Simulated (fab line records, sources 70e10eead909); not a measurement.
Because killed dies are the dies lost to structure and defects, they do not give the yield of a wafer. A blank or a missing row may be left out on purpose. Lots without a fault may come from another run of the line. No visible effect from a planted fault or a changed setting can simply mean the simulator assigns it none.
Chamber matching + flow nandHarc + NHARC_P_M2_CMP_23 on cmp-02 has 4 sister chambers
The step polishes, t overpolish 20 s, target thk 144.3 nm. 14 wafers are shown with their chamber, then 7 later ones without.

WAFERS, EACH WITH ITS CHAMBER
| wafer  | chamber | motorCurrentA (A) | timeToEndpointS (s) |
|--------|---------|-------------------|---------------------|
| L537.1 | 0       | 14.2              | 23                  |
| L537.4 | 1       | 11.8              | 33                  |
| L537.5 | 3       | 12.9              | 28                  |
| L540.1 | 0       | 13.9              | 26                  |
| L540.3 | 3       | 12.5              | 31                  |
| L540.6 | 3       | 12.5              | 32                  |
| L544.3 | 1       | 12.6              | 36                  |
| L544.4 | 2       | 12.9              | 32                  |
| L544.5 | 0       | 13.9              | 23                  |
| L545.1 | 3       | 13.4              | 28                  |
| L545.4 | 1       | 11.9              | 36                  |
| L545.6 | 2       | 13.5              | 32                  |
| L547.3 | 2       | 13.1              | 36                  |
| L547.4 | 1       | 12.2              | 39                  |

SIGNATURES (means of the wafers above)
| reading         | chamber 0 | chamber 1 | chamber 2 | chamber 3 | scatter within a chamber |
|-----------------|-----------|-----------|-----------|-----------|--------------------------|
| motorCurrentA   | 14.000    | 12.125    | 13.167    | 12.825    | 0.344                    |
| timeToEndpointS | 24.00     | 36.00     | 33.33     | 29.75     | 2.18                     |
Rule: a wafer lies at a distance from a chamber equal to the root of the sum of squares, over the readings, of (its reading less the chamber's mean, divided by the reading's scatter). If the next closest chamber is less than 2 further off than the closest, the wafer can't be placed; otherwise it belongs to the closest. The scatter is the square root of a quotient: the sum, over the shown wafers, of each reading's squared deviation from its chamber's mean, divided by wafers minus chambers.

WAFERS WITHOUT THEIR CHAMBER
| wafer  | motorCurrentA (A) | timeToEndpointS (s) |
|--------|-------------------|---------------------|
| L547.5 | 12.6              | 34                  |
| L551.2 | 12.7              | 33                  |
| L551.4 | 12.8              | 32                  |
| L551.6 | 13.3              | 31                  |
| L552.1 | 12.7              | 30                  |
| L552.4 | 14.3              | 25                  |
| L552.6 | 13.2              | 29                  |

THE CHAMBER EACH PASSED THROUGH
| wafer  | from the rows above          | in truth |
|--------|------------------------------|----------|
| L547.5 | can't be placed: 1 or 2 or 3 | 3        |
| L551.2 | can't be placed: 2 or 3 or 1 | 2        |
| L551.4 | can't be placed: 3 or 2 or 1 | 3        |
| L551.6 | can't be placed: 2 or 3      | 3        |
| L552.1 | can't be placed: 3 or 2      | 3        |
| L552.4 | 0                            | 0        |
| L552.6 | can't be placed: 3 or 2      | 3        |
Placed correctly: 1 of 7. From these rows, 6 cannot be placed; in 6 the true chamber is one of the candidates. 0 placed wrongly.
